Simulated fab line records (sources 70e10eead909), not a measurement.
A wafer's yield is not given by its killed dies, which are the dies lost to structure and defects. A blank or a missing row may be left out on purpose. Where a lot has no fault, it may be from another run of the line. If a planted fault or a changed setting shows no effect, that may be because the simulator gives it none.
Comparing a struck lot with a sound one || flow nandHarc || 15 out of 1302 route steps
Sound: these wafers, L135.3, L135.4, L135.6. Wafers struck: L153.2, L153.3, L153.5. Last of all comes the cause.
Each step with rows lists, per side, the tool, then ch with its chambers, then its first start. Under that, the readings that differ: sound wafers || struck wafers || difference of the means || sigmas: that difference in standard deviations of wafers without a fault.
alike: readings whose means differ by less than 2 such deviations, and words and numbers that are the same on both sides. not compared: withheld readings, readings that some wafer has no value for, bounds like >300 that may hide the same value, and numbers for which the record gives no deviation and whose values overlap.
Wherever a step has rows on one side only, a row that says differs or no value, or a row with sigmas, the two part there. Numbers that don't overlap but have no deviation are shown without sigmas and don't part them. A reading missing from all wafers of one side parts the sides only when that side holds two or more wafers.

first, 2 steps without rows for these wafers: NHARC_A_CONTACT_PEB_06 (peb time 65 s); NHARC_A_CONTACT_DEVELOP_07 (develop time 35 s).
NHARC_A_CONTACT_CD_MEAS_08: target cd 200 nm.
  sound on cdSem-02 ch 0, day 23 00:53; struck on cdSem-02 ch 0, day 30 06:11
  alike: cdNm
NHARC_A_CONTACT_OVL_MEAS_09:
  struck on overlay-01, day 30 06:17; sound on overlay-01, day 23 00:59
  alike: overlayXNm, overlayYNm
NHARC_A_CONTACT_INSPECT_10:
  struck on defectInspect-01, day 30 06:19; sound on defectInspect-01, day 23 01:01
  alike: rawDefectCount
NHARC_A_CONTACT_DESCUM_13: chemistry O2, time 3 s.
  sound on rieDiel-12 ch 0,1, day 23 01:05; struck on rieDiel-12 ch 1,3, day 30 06:35
  alike: drypumpMotorCurrentA, o2FlowSccm, oesProductAu, rfVppV, showerheadPlenumPTorr, throttleValvePct
  not compared: rfHoursCounterH
then, 2 steps without rows for these wafers: NHARC_A_CONTACT_ETCH_88 (etches the open film in CF4, target depth 39 nm, time 65 s); NHARC_A_CONTACT_ETCH_89 (etches the open film in N2/H2, target depth 260 nm, time 475.3 s).
NHARC_A_CONTACT_ETCH_30: etches the open film in CF4/CHF3, target depth 72.6 nm, time 36.3 s.
  sound on rieDiel-12 ch 0,1,3; struck on rieDiel-12 ch 0,1,3
  alike: biasW, cf4FlowSccm, drypumpMotorCurrentA, oesProductAu, rfVppV, showerheadPlenumPTorr, throttleValvePct
  not compared: rfHoursCounterH
NHARC_A_CONTACT_ETCH_31: etches the open film in O2/COS, target depth 2800 nm, time 728 s.
  sound on rieDiel-12 ch 0,1; struck on rieDiel-12 ch 0,1,2
  alike: biasW, chamberPressureMTorr, drypumpMotorCurrentA, o2FlowSccm, oesProductAu, rfVppV, showerheadPlenumPTorr, throttleValvePct
  not compared: rfHoursCounterH
then, 1 step without rows for these wafers: NHARC_A_CONTACT_ETCH_134 (etches the open film in C4F8/O2/Ar, time 140 s, target depth 700 nm).
NHARC_A_CONTACT_ETCH_135: etches the open film in C4F8/O2/Ar, time 311 s, target depth 1912 nm.
  sound on harCapEtch-03 ch 0,1, day 23 03:32; struck on harCapEtch-03 ch 0,1, day 30 07:58
  alike: chamberPressureMTorr, oesAirLineAu
  not compared: rfHoursCounterH
NHARC_A_CONTACT_ETCH_136: etches the open film in C4F8/O2/Ar, time 311 s, target depth 1912 nm.
  sound on harCapEtch-03 ch 0,1, day 23 03:49; struck on harCapEtch-03 ch 0,1, day 30 08:14
  no value came back on the struck wafers for chamberPressureMTorr (mTorr), oesAirLineAu (a.u.); on the sound wafers chamberPressureMTorr (mTorr) reads 20.013 20.015 20.004
  not compared: rfHoursCounterH
NHARC_A_CONTACT_ETCH_137: etches the open film in C4F8/O2/Ar, time 311 s, target depth 1912 nm.
  sound on harCapEtch-03 ch 0,1, day 23 04:05; struck on harCapEtch-03 ch 0,1, day 30 08:31
  alike: chamberPressureMTorr, oesAirLineAu
  not compared: rfHoursCounterH
-- break in the record here, with 2 days between the starts of the struck wafers on either side (left off in module A_CONTACT, picked up again in module END, where the first step shown is number 1302 on the route) --
NHARC_END_SORT_01:
  sound on prober-01 ch 0, day 26 01:40; struck on prober-01 ch 0, day 32 09:40
{"reading": "killedAtArray", "sound": "42 63 48", "struck": "676 672 671", "difference": "+622", "sigmas": "+35"}
{"reading": "killedDies", "sound": "52 72 54", "struck": "677 677 677", "difference": "+618", "sigmas": "+34"}
  alike: killedAtOther, killedAtPeriphery, killedOpen, killedShort

## WHERE THEY PART
At NHARC_A_CONTACT_ETCH_136 first; at NHARC_END_SORT_01 last (within this record only).

WHY: whatever the simulator had introduced
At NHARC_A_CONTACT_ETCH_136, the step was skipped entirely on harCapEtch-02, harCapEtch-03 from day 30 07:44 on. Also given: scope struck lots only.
